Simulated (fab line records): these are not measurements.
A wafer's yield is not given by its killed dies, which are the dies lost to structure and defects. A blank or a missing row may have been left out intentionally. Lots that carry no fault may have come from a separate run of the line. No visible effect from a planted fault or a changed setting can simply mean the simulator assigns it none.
Split-lot trial | flow n5-finfet | 7 lots, 21 wafers read, on a route of 1938 steps

ABOUT THE SPLIT
At N5_BEOL_M14_TRENCH_ETCH_34 (etches SiO2 in C4F8/O2/Ar, target depth 556.65 nm, time 126.9 s), the setting bias-w was moved away from the recipe's 2040 W on 5 of the 21 wafers read, by -7.4% to +11.6%. All remaining wafers had this setting at the recipe value.

The reading is taken at the split's own step.

THE READING
rf-vpp-V, in V, at N5_BEOL_M14_TRENCH_ETCH_34 (etches SiO2 in C4F8/O2/Ar, target depth 556.65 nm, time 126.9 s). Typical for fault-free wafers on this fab line: 2224 V, with standard deviation 46 V.

wafer  | tool, chamber at the split | bias-w as run, W | against the recipe | rf-vpp-V, V | against lot-mates on the recipe
L074.3 | rie-diel-06, 3             | 2040             | recipe             | 2207        | -
L074.5 | rie-diel-06, 2             | 1890             | -7.4%              | 2032        | -175
L074.6 | rie-diel-06, 3             | 1890             | -7.4%              | 2091        | -116
L079.1 | rie-diel-01, 0             | 2040             | recipe             | 2226        | -
L079.2 | rie-diel-01, 2             | 2040             | recipe             | 2187        | -
L079.4 | rie-diel-01, 3             | 2040             | recipe             | 2158        | -
L081.2 | rie-diel-04, 2             | 2277             | +11.6%             | 2415        | +199
L081.4 | rie-diel-04, 1             | 2040             | recipe             | 2216        | -
L081.6 | rie-diel-04, 2             | 2277             | +11.6%             | 2414        | +198
L082.2 | rie-diel-01, 3             | 2040             | recipe             | 2160        | -
L082.3 | rie-diel-01, 2             | 2040             | recipe             | 2186        | -
L082.6 | rie-diel-01, 2             | 2040             | recipe             | 2185        | -
L084.2 | rie-diel-01, 1             | 2040             | recipe             | 2223        | -
L084.4 | rie-diel-01, 2             | 2040             | recipe             | 2184        | -
L084.5 | rie-diel-01, 1             | 2040             | recipe             | 2223        | -
L086.2 | rie-diel-04, 2             | 2040             | recipe             | 2240        | -
L086.4 | rie-diel-04, 3             | 2040             | recipe             | 2319        | -
L086.6 | rie-diel-04, 3             | 2040             | recipe             | 2320        | -
L096.1 | rie-diel-01, 0             | 2040             | recipe             | 2222        | -
L096.4 | rie-diel-01, 1             | 1942             | -4.8%              | 2147        | -56
L096.5 | rie-diel-01, 2             | 2040             | recipe             | 2184        | -

FIT RESULTS
A straight line over all 21 wafers: rf-vpp-V changes by +18 V for each +1% of bias-w; r = +0.88; the points scatter about the line by 44 V.
The same after taking each lot's own level away (the mean of its wafers on the recipe; 21 wafers): +17.5 V for each +1%; r = +0.96; scatter 25 V.
On that fit, the largest move of bias-w shifts the reading by 2e+02 V.
The lots' own levels span 2177.0 to 2293.0 V, that is 2.5 times the standard deviation above.
The two slopes are in agreement: the lot-to-lot level therefore moves the slope only a little.
Check: +205 V against its lot-mates is what the line predicts for one of the wafers moved furthest among these (+11.6%) when that wafer is left out of the fit. Against them it came out at +199 V.
Tool readings at the split's step, against how far the setting was moved: rf-vpp-V r = +0.88.

OTHER SPLITS ON THESE WAFERS
These wafers also went through other splits before the reading. Each is held against what the fit with the lots' levels taken away leaves over:
other split on the same wafers | wafers away from the commonest value | r with rf-vpp-V (lot level and that fit taken away)
N5_BEOL_M14_EXPOSE_25 dose-mj  | 7                                    | -0.15

THE FILE'S OWN FIT
rf-vpp-V changes by +17.2 V for each +1% of bias-w, r = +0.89.
